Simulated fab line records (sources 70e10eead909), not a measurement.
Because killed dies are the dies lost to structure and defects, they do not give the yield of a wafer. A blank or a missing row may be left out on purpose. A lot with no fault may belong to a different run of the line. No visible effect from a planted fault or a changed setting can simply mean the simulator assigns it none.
fab line records	flow nand_harc
record: lots: 24	wafers: 72	last_day: 35
route steps=1302 shown P_M1@305 P_M2@328 P_BONDPAD@352 A_ZERO_WELL@401
lots that met no fault: taken from a fault-free run of the same line
start_h: the number of hours between the record's first day and the start of the first shown wafer of the lot	wait_h: hours since the lot's step before	" repeats the value in the row above	L1.1+2: several wafers, shown together as one row	- no value, or no start was given	* or withheld: withheld	< > ~ a bound
route shown NAME@n: NAME is a module with steps in the file, n the number in the route of the first one	usual: mean and standard deviation over wafers with no fault	same: alike in all rows	chamber/n: place in a boat	sites: the reading at each site	_std_site: the standard deviation of these	_edge_site: inner sites' mean taken away from outer sites' mean	radius_mm: for every site, how far away it sits from the centre of the wafer	mask NAME#n: copy n	behind: the tool/chamber that last shaped the wafer	hold: reason for holding the lot/hours on hold/outcome of the hold	device: the n, p or np transistor that did not switch	end of line: tests run on the same wafers once the route is complete	a step given without rows: its recipe and nothing more	killed: dies that structure and defects cost at the first sort, which is not the same as the wafer's yield	map: the dies of a wafer, with x for killed, . for not killed, _ for no die there
set.NAME: the setting the step ran with; set.NAME@STEP: the setting that earlier step ran with	model.NAME: the simulator's own value behind a step, which no gauge read
steps of the route over a sample of lots; a table a step, a row a wafer
services: from which hour (start_h, from the record's first day; less than 0 if before it) a tool's chamber was out of use, for how many hours, and why
== steps ==
step: NHARC_P_M1_DEGAS_29
recipe: temp_c: 250	time_s: 60
usual: heater_power_w: 325/26	susceptor_temp_C: 250.00/0.2
lot.wafer	tool	chamber	start_h	wait_h	heater_power_w	susceptor_temp_C
L074.2	pvd_sputter-03	-	128.77	-	302	249.70
L074.3	"	-	"	"	339	250.08
L074.6	"	-	"	"	287	249.94
L075.1	pvd_sputter-01	-	134.37	-	330	-
L075.4	"	-	"	"	341	-
L075.5	"	-	"	"	343	-
L076.1	pvd_sputter-01	-	149.95	-	322	249.74
L076.4	"	-	"	"	344	249.96
L076.3	"	-	"	"	326	250.00
L077.3	pvd_sputter-03	-	159.61	-	349	250.17
L077.4	"	-	"	"	288	250.40
L077.6	"	-	"	"	307	250.14
L078.4	pvd_sputter-03	-	168.81	-	316	249.99
L078.1	"	-	"	"	344	249.90
L078.6	"	-	"	"	322	250.11
L079.4	pvd_sputter-02	-	175.73	-	319	250.02
L079.1	"	-	"	"	377	250.53
L079.2	"	-	"	"	340	249.63
L080.4	pvd_sputter-01	-	187.44	-	344	249.97
L080.5	"	-	"	"	326	250.06
L080.6	"	-	"	"	339	249.97
L081.2	pvd_sputter-03	-	203.55	-	325	250.01
L081.5	"	-	"	"	368	250.02
L081.6	"	-	"	"	295	250.09
L082.1	pvd_sputter-02	-	203.76	-	372	250.32
L082.2	"	-	"	"	337	249.67
L082.4	"	-	"	"	325	249.77
L083.2	pvd_sputter-02	-	216.19	-	328	-
L083.3	"	-	"	"	363	-
L083.4	"	-	"	"	286	-
L084.3	pvd_sputter-03	-	222.41	-	295	250.13
L084.1	"	-	"	"	324	249.81
L084.5	"	-	"	"	372	249.56
L085.3	pvd_sputter-03	-	240.59	-	333	250.01
L085.2	"	-	"	"	375	250.12
L085.6	"	-	"	"	295	249.81
L086.4	pvd_sputter-01	-	241.52	-	335	250.07
L086.3	"	-	"	"	329	249.93
L086.5	"	-	"	"	341	249.82
L087.2	pvd_sputter-02	-	259.69	-	277	250.01
L087.4	"	-	"	"	370	249.88
L087.5	"	-	"	"	270	250.08
L089.2	pvd_sputter-01	-	274.11	-	313	250.24
L089.1	"	-	"	"	296	250.06
L089.3	"	-	"	"	365	250.27
L088.1	pvd_sputter-03	-	274.64	-	301	249.89
L088.4	"	-	"	"	368	249.80
L088.5	"	-	"	"	304	249.77
L090.1	pvd_sputter-01	-	290.35	-	307	249.78
L090.5	"	-	"	"	333	250.14
L090.6	"	-	"	"	296	250.29
L091.3	pvd_sputter-02	-	295.46	-	340	250.18
L091.4	"	-	"	"	278	249.84
L091.6	"	-	"	"	362	249.89
L092.3	pvd_sputter-01	-	302.49	-	352	249.69
L092.1	"	-	"	"	299	249.95
L092.6	"	-	"	"	304	249.95
L093.3	pvd_sputter-03	-	321.22	-	290	249.97
L093.5	"	-	"	"	368	249.47
L093.6	"	-	"	"	295	249.93
L094.4	pvd_sputter-01	-	325.82	-	307	250.12
L094.5	"	-	"	"	353	250.03
L094.6	"	-	"	"	308	250.14
L095.1	pvd_sputter-01	-	334.02	-	348	250.18
L095.2	"	-	"	"	312	249.73
L095.5	"	-	"	"	317	250.00
L096.2	pvd_sputter-03	-	347.71	-	291	249.57
L096.1	"	-	"	"	285	250.09
L096.3	"	-	"	"	330	250.22
L097.3	pvd_sputter-01	-	365.63	-	306	249.88
L097.2	"	-	"	"	300	250.03
L097.5	"	-	"	"	317	249.94
step: NHARC_P_M2_CD_MEAS_09
recipe: target_cd_nm: 170	landing_energy_ev: 500
usual: cd_nm: 169.7/0.51
lot.wafer	tool	chamber	start_h	wait_h	cd_nm
L074.2	cd_sem-02	0	131.71	-	170.3
L074.3	"	0	"	"	169.3
L074.6	"	0	"	"	169.6
L075.1	cd_sem-02	0	137.31	-	169.2
L075.4	"	0	"	"	169.2
L075.5	"	0	"	"	168.5
L076.1	cd_sem-03	0	152.82	-	168.8
L076.3	"	0	"	"	169.2
L076.4	"	0	"	"	169.3
L077.3	cd_sem-03	0	162.54	-	169.8
L077.4	"	0	"	"	170.2
L077.6	"	0	"	"	169.7
L078.1	cd_sem-03	0	171.74	-	168.8
L078.4	"	0	"	"	169.4
L078.6	"	0	"	"	169.8
L079.1	cd_sem-02	0	178.68	-	170.9
L079.2	"	0	"	"	169.5
L079.4	"	0	"	"	169.9
L080.4	cd_sem-01	0	190.26	-	170.4
L080.5	"	0	"	"	169.6
L080.6	"	0	"	"	171.0
L081.2	cd_sem-03	0	206.47	-	170.0
L081.5	"	0	"	"	168.7
L081.6	"	0	"	"	169.5
L082.1	cd_sem-02	0	206.77	-	169.3
L082.2	"	0	"	"	169.7
L082.4	"	0	"	"	169.2
L083.2	cd_sem-02	0	219.17	-	169.6
L083.3	"	0	"	"	170.2
L083.4	"	0	"	"	170.4
L084.1	cd_sem-02	0	225.23	-	169.8
L084.3	"	0	"	"	169.7
L084.5	"	0	"	"	170.0
L085.2	cd_sem-02	0	243.68	-	170.1
L085.3	"	0	"	"	169.5
L085.6	"	0	"	"	170.0
L086.3	cd_sem-03	0	244.35	-	169.1
L086.4	"	0	"	"	168.8
L086.5	"	0	"	"	168.8
L087.2	cd_sem-03	0	262.64	-	169.8
L087.4	"	0	"	"	169.7
L087.5	"	0	"	"	170.1
L089.1	cd_sem-02	0	277.15	-	170.3
L089.2	"	0	"	"	169.9
L089.3	"	0	"	"	169.6
L088.1	cd_sem-02	0	277.49	-	169.5
L088.4	"	0	"	"	168.9
L088.5	"	0	"	"	169.2
L090.1	cd_sem-02	0	293.25	-	170.4
L090.5	"	0	"	"	169.9
L090.6	"	0	"	"	169.7
L091.3	cd_sem-02	0	298.51	-	170.5
L091.4	"	0	"	"	170.5
L091.6	"	0	"	"	171.7
L092.1	cd_sem-01	0	305.30	-	169.9
L092.3	"	0	"	"	170.4
L092.6	"	0	"	"	170.1
L093.3	cd_sem-01	0	324.58	-	170.2
L093.5	"	0	"	"	170.4
L093.6	"	0	"	"	169.5
L094.4	cd_sem-03	0	328.88	-	169.3
L094.5	"	0	"	"	169.8
L094.6	"	0	"	"	169.9
L095.1	cd_sem-02	0	336.97	-	169.4
L095.2	"	0	"	"	169.6
L095.5	"	0	"	"	169.2
L096.1	cd_sem-03	0	350.52	-	169.7
L096.2	"	0	"	"	169.8
L096.3	"	0	"	"	169.5
L097.2	cd_sem-02	0	368.57	-	169.6
L097.3	"	0	"	"	169.9
L097.5	"	0	"	"	170.2
step: NHARC_P_BONDPAD_CMP_32
recipe: target_thk_nm: 200	material: SiCN
usual: motor_current_A: 11.7/1.2
lot.wafer	tool	chamber	start_h	wait_h	motor_current_A
L074.3	cmp-03	0	135.41	-	10.9
L074.2	"	3	"	"	11.6
L074.6	"	0	"	"	10.3
L075.4	cmp-01	3	141.04	-	12.7
L075.1	"	1	"	"	13.8
L075.5	"	0	"	"	13.3
L076.1	cmp-02	1	156.76	-	11.4
L076.4	"	2	"	"	11.6
L076.3	"	3	"	"	11.0
L077.3	cmp-03	0	166.56	-	10.3
L077.4	"	3	"	"	10.7
L077.6	"	0	"	"	10.1
L078.1	cmp-03	3	175.46	-	12.1
L078.4	"	2	"	"	10.7
L078.6	"	0	"	"	10.6
L079.1	cmp-03	0	182.42	-	9.8
L079.4	"	1	"	"	10.1
L079.2	"	2	"	"	11.0
L080.4	cmp-02	2	194.06	-	10.5
L080.5	"	3	"	"	11.1
L080.6	"	0	"	"	12.5
L081.2	cmp-01	1	210.20	-	13.2
L081.5	"	1	"	"	13.7
L081.6	"	2	"	"	13.4
L082.2	cmp-02	2	210.49	-	11.1
L082.4	"	3	"	"	11.3
L082.1	"	1	"	"	11.2
L083.3	cmp-02	1	222.98	-	11.0
L083.2	"	2	"	"	11.7
L083.4	"	3	"	"	11.4
L084.1	cmp-03	1	228.97	-	10.8
L084.3	"	2	"	"	10.7
L084.5	"	1	"	"	10.4
L085.3	cmp-02	2	247.38	-	11.0
L085.2	"	0	"	"	13.3
L085.6	"	3	"	"	11.3
L086.3	cmp-02	1	248.27	-	10.6
L086.4	"	2	"	"	11.2
L086.5	"	0	"	"	13.5
L087.2	cmp-03	0	266.37	-	10.3
L087.4	"	1	"	"	9.9
L087.5	"	3	"	"	12.5
L089.2	cmp-03	1	281.09	-	10.3
L089.3	"	2	"	"	11.1
L089.1	"	3	"	"	12.2
L088.1	cmp-02	1	281.30	-	10.7
L088.4	"	2	"	"	10.8
L088.5	"	3	"	"	11.1
L090.1	cmp-01	1	297.44	-	13.7
L090.6	"	1	"	"	14.0
L090.5	"	2	"	"	13.1
L091.3	cmp-01	1	302.31	-	13.4
L091.4	"	0	"	"	13.0
L091.6	"	1	"	"	14.2
L092.1	cmp-03	1	309.06	-	10.3
L092.3	"	0	"	"	10.2
L092.6	"	2	"	"	10.7
L093.3	cmp-03	3	328.30	-	11.9
L093.5	"	3	"	"	12.3
L093.6	"	0	"	"	10.2
L094.4	cmp-01	1	332.74	-	13.4
L094.6	"	0	"	"	12.6
L094.5	"	1	"	"	14.0
L095.1	cmp-02	1	340.75	-	11.3
L095.2	"	2	"	"	11.5
L095.5	"	0	"	"	12.4
L096.3	cmp-03	0	354.62	-	10.3
L096.2	"	2	"	"	10.9
L096.1	"	3	"	"	11.1
L097.3	cmp-01	1	372.45	-	14.0
L097.2	"	2	"	"	13.1
L097.5	"	1	"	"	13.5
step: NHARC_P_BONDPAD_DESCUM_11
recipe: time_s: 3	o2_flow_sccm: 200	ar_flow_sccm: 0	bias_power_w: 0	chemistry: O2
usual: drypump_motor_current_A: 5.5/0.42	oes_product_au: 0.997/0.0065	rf_vpp_V: 57.7/0.88	showerhead_plenum_p_Torr: 1.89/0.082	throttle_valve_pct: 11.313/0.0095
lot.wafer	tool	chamber	start_h	wait_h	drypump_motor_current_A	oes_product_au	rf_hours_counter_h	rf_vpp_V	showerhead_plenum_p_Torr	throttle_valve_pct
L074.3	rie_diel-13	0	136.31	-	5.2	0.996	8.9	57.3	1.82	11.320
L074.2	"	1	"	"	5.4	0.993	5.7	58.2	1.80	11.298
L074.6	"	3	"	"	5.7	0.999	-	57.6	1.91	11.318
L075.1	rie_diel-11	0	141.94	-	6.1	1.001	3.8	58.8	1.84	11.314
L075.4	"	3	"	"	6.2	1.007	2.6	57.6	1.83	11.316
L075.5	"	1	"	"	5.3	1.004	-	58.1	2.03	11.303
L076.4	rie_diel-06	1	157.78	-	5.4	0.987	0.2	56.8	1.86	11.310
L076.3	"	2	"	"	5.3	0.993	0.2	57.1	1.89	11.312
L076.1	"	3	"	"	6.0	0.994	0.3	56.9	1.87	11.333
L077.4	rie_diel-11	1	167.58	-	5.3	1.006	4.7	58.5	2.03	11.301
L077.3	"	3	"	"	6.1	0.993	3.4	56.2	1.83	11.318
L077.6	"	2	"	"	4.9	0.991	-	57.3	1.81	11.302
L078.1	rie_diel-06	1	176.49	-	5.4	0.988	0.9	57.4	1.86	11.309
L078.4	"	3	"	"	6.1	0.994	1.1	57.1	1.87	11.317
L078.6	"	1	"	"	5.4	0.998	-	57.5	1.86	11.311
L079.2	rie_diel-13	3	183.34	-	5.8	0.994	0.6	57.7	1.91	11.303
L079.4	"	0	"	"	5.2	0.999	0.4	57.8	1.82	11.305
L079.1	"	1	"	"	5.4	0.996	0.5	56.5	1.80	11.313
L080.4	rie_diel-11	3	194.92	-	6.2	1.007	4.4	57.9	1.83	11.294
L080.6	"	1	"	"	5.3	1.001	-	57.9	2.03	11.309
L080.5	"	2	"	"	4.9	0.999	-	56.6	1.81	11.314
L081.2	rie_diel-06	3	211.23	-	6.1	0.999	2.4	57.6	1.87	11.308
L081.5	"	2	"	"	5.3	1.000	-	57.7	1.89	11.300
L081.6	"	3	"	"	6.1	0.997	-	56.3	1.87	11.315
L082.1	rie_diel-13	0	211.52	-	5.2	1.003	1.2	57.8	1.82	11.320
L082.2	"	3	"	"	5.7	1.012	1.2	57.0	1.91	11.307
L082.4	"	3	"	"	5.7	0.994	-	59.4	1.91	11.307
L083.2	rie_diel-06	0	224.01	-	5.1	0.999	3.0	58.1	2.07	11.307
L083.4	"	1	"	"	5.4	0.993	3.3	58.9	1.86	11.306
L083.3	"	2	"	"	5.3	0.996	2.6	57.6	1.89	11.306
L084.3	rie_diel-11	0	230.00	-	6.1	1.003	7.4	57.0	1.84	11.329
L084.1	"	1	"	"	5.3	0.987	7.5	59.1	2.03	11.309
L084.5	"	0	"	"	6.1	0.985	-	58.3	1.84	11.329
L085.2	rie_diel-11	3	248.41	-	6.2	0.993	6.2	58.4	1.83	11.310
L085.3	"	2	"	"	4.9	1.000	8.5	57.5	1.81	11.320
L085.6	"	0	"	"	6.1	1.001	-	57.7	1.84	11.314
L086.3	rie_diel-11	0	249.15	-	6.1	0.989	8.1	58.4	1.84	11.314
L086.4	"	2	"	"	4.9	1.001	8.6	57.1	1.81	11.303
L086.5	"	0	"	"	6.1	0.994	-	58.7	1.84	11.321
L087.2	rie_diel-06	3	267.37	-	6.1	0.999	4.3	57.2	1.87	11.315
L087.4	"	0	"	"	5.0	1.004	4.3	57.9	2.07	11.305
L087.5	"	2	"	"	5.3	1.005	-	58.7	1.88	11.287
L089.1	rie_diel-11	2	282.13	-	4.9	1.000	0.3	56.8	1.81	11.296
L089.3	"	3	"	"	6.2	0.995	1.1	56.9	1.83	11.302
L089.2	"	0	"	"	6.1	1.000	1.1	57.4	1.84	11.316
L088.4	rie_diel-06	3	282.30	-	6.1	0.998	4.6	57.2	1.87	11.313
L088.1	"	0	"	"	5.0	0.994	4.6	58.5	2.07	11.328
L088.5	"	0	"	"	5.1	0.996	-	58.9	2.07	11.326
L090.1	rie_diel-13	3	298.37	-	5.7	1.001	5.7	57.4	1.91	11.317
L090.5	"	0	"	"	5.1	1.000	-	56.7	1.82	11.321
L090.6	"	1	"	"	5.4	1.002	-	57.8	1.80	11.306
L091.4	rie_diel-06	2	303.22	-	5.3	1.002	4.9	57.6	1.88	11.314
L091.3	"	3	"	"	6.0	1.005	4.9	57.8	1.87	11.318
L091.6	"	2	"	"	5.3	1.002	-	57.5	1.88	11.317
L092.1	rie_diel-11	2	309.99	-	4.9	1.004	1.4	57.4	1.81	11.295
L092.3	"	0	"	"	6.1	1.004	2.7	55.4	1.84	11.319
L092.6	"	2	"	"	4.9	1.006	-	57.5	1.81	11.305
L093.3	rie_diel-11	2	329.22	-	4.9	1.004	3.3	58.1	1.81	11.326
L093.5	"	2	"	"	4.9	0.998	-	57.9	1.81	11.309
L093.6	"	3	"	"	6.2	0.998	-	58.5	1.83	11.314
L094.4	rie_diel-11	2	333.77	-	4.9	1.006	3.8	58.2	1.81	11.306
L094.5	"	0	"	"	6.1	1.003	-	56.5	1.84	11.325
L094.6	"	1	"	"	5.3	0.989	-	57.7	2.02	11.313
L095.1	rie_diel-13	2	341.74	-	5.8	1.006	7.4	56.8	1.93	11.300
L095.2	"	0	"	"	5.2	1.008	9.8	57.7	1.82	11.313
L095.5	"	1	"	"	5.4	0.994	-	57.5	1.80	11.314
L096.1	rie_diel-13	2	355.65	-	5.8	0.992	0.1	57.1	1.93	11.327
L096.2	"	0	"	"	5.2	1.001	0.2	58.1	1.82	11.312
L096.3	"	1	"	"	5.4	0.998	0.3	57.9	1.80	11.313
L097.2	rie_diel-06	3	373.35	-	6.0	1.001	1.7	58.9	1.87	11.314
L097.3	"	1	"	"	5.4	1.001	1.8	57.0	1.85	11.288
L097.5	"	0	"	"	5.1	1.002	-	58.0	2.06	11.320
step: NHARC_P_BONDPAD_PVD_27
recipe: target_thk_a: 300	chamber_pressure_pa: 5	power_w: 5000	substrate_temp_c: 30	time_s: 20.49	material: Cu
usual: throttle_valve_pct: 30.0/1
lot.wafer	tool	chamber	start_h	wait_h	throttle_valve_pct
L074.2	pvd_sputter-01	-	-	-	30.3
L074.3	"	-	"	"	30.2
L074.6	"	-	"	"	30.2
L075.1	pvd_sputter-01	-	-	-	30.2
L075.4	"	-	"	"	29.6
L075.5	"	-	"	"	30.3
L076.4	pvd_sputter-02	-	-	-	31.2
L076.1	"	-	"	"	30.7
L076.3	"	-	"	"	29.4
L077.3	pvd_sputter-01	-	-	-	30.1
L077.4	"	-	"	"	28.5
L077.6	"	-	"	"	30.2
L078.4	pvd_sputter-02	-	-	-	30.6
L078.1	"	-	"	"	28.8
L078.6	"	-	"	"	31.2
L079.4	pvd_sputter-03	-	-	-	27.8
L079.1	"	-	"	"	31.7
L079.2	"	-	"	"	31.5
L080.4	pvd_sputter-03	-	-	-	31.6
L080.5	"	-	"	"	29.8
L080.6	"	-	"	"	27.9
L081.2	pvd_sputter-02	-	-	-	30.7
L081.6	"	-	"	"	28.8
L081.5	"	-	"	"	29.5
L082.2	pvd_sputter-01	-	-	-	30.4
L082.4	"	-	"	"	30.0
L082.1	"	-	"	"	28.7
L083.3	pvd_sputter-02	-	-	-	31.4
L083.4	"	-	"	"	28.8
L083.2	"	-	"	"	29.4
L084.1	pvd_sputter-02	-	-	-	29.7
L084.3	"	-	"	"	30.6
L084.5	"	-	"	"	28.8
L085.3	pvd_sputter-03	-	-	-	31.6
L085.2	"	-	"	"	27.6
L085.6	"	-	"	"	29.5
L086.3	pvd_sputter-02	-	-	-	29.7
L086.4	"	-	"	"	30.4
L086.5	"	-	"	"	29.3
L087.4	pvd_sputter-02	-	-	-	29.6
L087.2	"	-	"	"	29.1
L087.5	"	-	"	"	31.1
L089.1	pvd_sputter-01	-	-	-	29.7
L089.3	"	-	"	"	28.8
L089.2	"	-	"	"	30.3
L088.1	pvd_sputter-03	-	-	-	31.2
L088.4	"	-	"	"	29.3
L088.5	"	-	"	"	31.3
L090.1	pvd_sputter-02	-	-	-	31.1
L090.6	"	-	"	"	29.7
L090.5	"	-	"	"	31.1
L091.3	pvd_sputter-02	-	-	-	31.2
L091.4	"	-	"	"	31.1
L091.6	"	-	"	"	31.1
L092.3	pvd_sputter-02	-	-	-	31.1
L092.1	"	-	"	"	29.6
L092.6	"	-	"	"	31.0
L093.3	pvd_sputter-01	-	-	-	30.4
L093.6	"	-	"	"	28.6
L093.5	"	-	"	"	30.1
L094.4	pvd_sputter-02	-	-	-	29.9
L094.5	"	-	"	"	31.3
L094.6	"	-	"	"	28.8
L095.2	pvd_sputter-01	-	-	-	29.6
L095.1	"	-	"	"	28.6
L095.5	"	-	"	"	29.9
L096.3	pvd_sputter-02	-	-	-	31.1
L096.2	"	-	"	"	31.1
L096.1	"	-	"	"	28.7
L097.2	pvd_sputter-01	-	-	-	30.3
L097.3	"	-	"	"	29.7
L097.5	"	-	"	"	30.4
step: NHARC_A_ZERO_WELL_CD_MEAS_10
recipe: target_cd_nm: 2000	landing_energy_ev: 500
usual: cd_nm: 1999.6/1.3
lot.wafer	tool	chamber	start_h	wait_h	cd_nm
L074.2	cd_sem-01	0	140.04	-	1998.8
L074.3	"	0	"	"	1999.8
L074.6	"	0	"	"	2000.4
L075.1	cd_sem-03	0	145.86	-	1999.6
L075.4	"	0	"	"	2000.6
L075.5	"	0	"	"	2001.8
L076.1	cd_sem-03	0	161.69	-	1999.6
L076.3	"	0	"	"	2000.3
L076.4	"	0	"	"	2000.4
L077.3	cd_sem-03	0	171.31	-	2000.4
L077.4	"	0	"	"	1998.7
L077.6	"	0	"	"	1999.3
L078.1	cd_sem-02	0	180.71	-	2000.2
L078.4	"	0	"	"	1999.1
L078.6	"	0	"	"	1999.3
L079.1	cd_sem-03	0	187.07	-	1999.1
L079.2	"	0	"	"	1999.0
L079.4	"	0	"	"	1999.2
L080.4	cd_sem-03	0	198.81	-	2000.4
L080.5	"	0	"	"	1999.5
L080.6	"	0	"	"	2000.1
L081.2	cd_sem-03	0	215.23	-	2001.0
L081.5	"	0	"	"	1998.9
L081.6	"	0	"	"	2000.5
L082.1	cd_sem-02	0	215.49	-	2001.1
L082.2	"	0	"	"	2002.9
L082.4	"	0	"	"	2003.1
L083.2	cd_sem-01	0	228.10	-	2000.6
L083.3	"	0	"	"	1997.6
L083.4	"	0	"	"	2000.2
L084.1	cd_sem-01	0	233.73	-	1998.8
L084.3	"	0	"	"	1999.8
L084.5	"	0	"	"	1999.0
L085.2	cd_sem-03	0	252.28	-	1999.6
L085.3	"	0	"	"	1999.2
L085.6	"	0	"	"	1998.0
L086.3	cd_sem-02	0	253.05	-	2000.5
L086.4	"	0	"	"	2000.8
L086.5	"	0	"	"	1999.4
L087.2	cd_sem-01	0	271.14	-	1999.5
L087.4	"	0	"	"	1998.7
L087.5	"	0	"	"	1999.2
L089.1	cd_sem-02	0	286.01	-	2001.1
L089.2	"	0	"	"	2000.2
L089.3	"	0	"	"	2000.5
L088.1	cd_sem-01	0	286.32	-	1999.1
L088.4	"	0	"	"	1999.4
L088.5	"	0	"	"	1999.2
L090.1	cd_sem-01	0	302.50	-	1997.7
L090.5	"	0	"	"	1998.9
L090.6	"	0	"	"	1998.4
L091.3	cd_sem-01	0	307.11	-	1998.5
L091.4	"	0	"	"	1998.2
L091.6	"	0	"	"	1996.3
L092.1	cd_sem-01	0	313.85	-	2001.2
L092.3	"	0	"	"	2000.3
L092.6	"	0	"	"	1999.8
L093.3	cd_sem-01	0	333.13	-	1997.8
L093.5	"	0	"	"	1998.8
L093.6	"	0	"	"	1999.3
L094.4	cd_sem-01	0	337.60	-	1998.9
L094.5	"	0	"	"	1997.5
L094.6	"	0	"	"	2000.5
L095.1	cd_sem-03	0	345.50	-	1998.4
L095.2	"	0	"	"	1998.7
L095.5	"	0	"	"	1998.3
L096.1	cd_sem-03	0	359.63	-	2000.2
L096.2	"	0	"	"	1998.8
L096.3	"	0	"	"	1999.2
L097.2	cd_sem-03	0	377.08	-	1998.8
L097.3	"	0	"	"	1997.9
L097.5	"	0	"	"	1999.2
== services ==
tool	chamber	start_h	hours	kind
rie_diel-11	3	106.82	10.5	repair
pvd_sputter-03	-	119.46	2.5	repair
cmp-03	-	121.95	4.0	pm
rie_diel-06	-	130.20	9.0	pm
cmp-02	-	134.58	4.0	pm
rie_diel-06	2	141.35	3.8	repair
pvd_sputter-02	-	141.91	3.6	repair
rie_diel-06	2	149.20	1.6	repair
rie_diel-06	2	158.74	5.1	repair
cmp-02	-	167.05	5.6	repair
pvd_sputter-03	-	170.06	10.0	pm
cmp-03	-	195.45	1.1	repair
rie_diel-11	3	200.01	10.9	repair
pvd_sputter-01	-	202.15	8.3	repair
rie_diel-11	1	209.13	4.4	repair
cmp-03	-	219.95	4.0	pm
cmp-03	-	225.41	1.0	repair
pvd_sputter-01	-	226.04	10.0	pm
pvd_sputter-01	-	243.21	0.9	repair
rie_diel-11	-	252.87	2.2	repair
rie_diel-11	-	255.50	9.0	pm
pvd_sputter-02	-	282.06	10.0	pm
cmp-03	-	317.95	4.0	pm
pvd_sputter-03	-	348.06	10.0	pm
== key ==
fault none
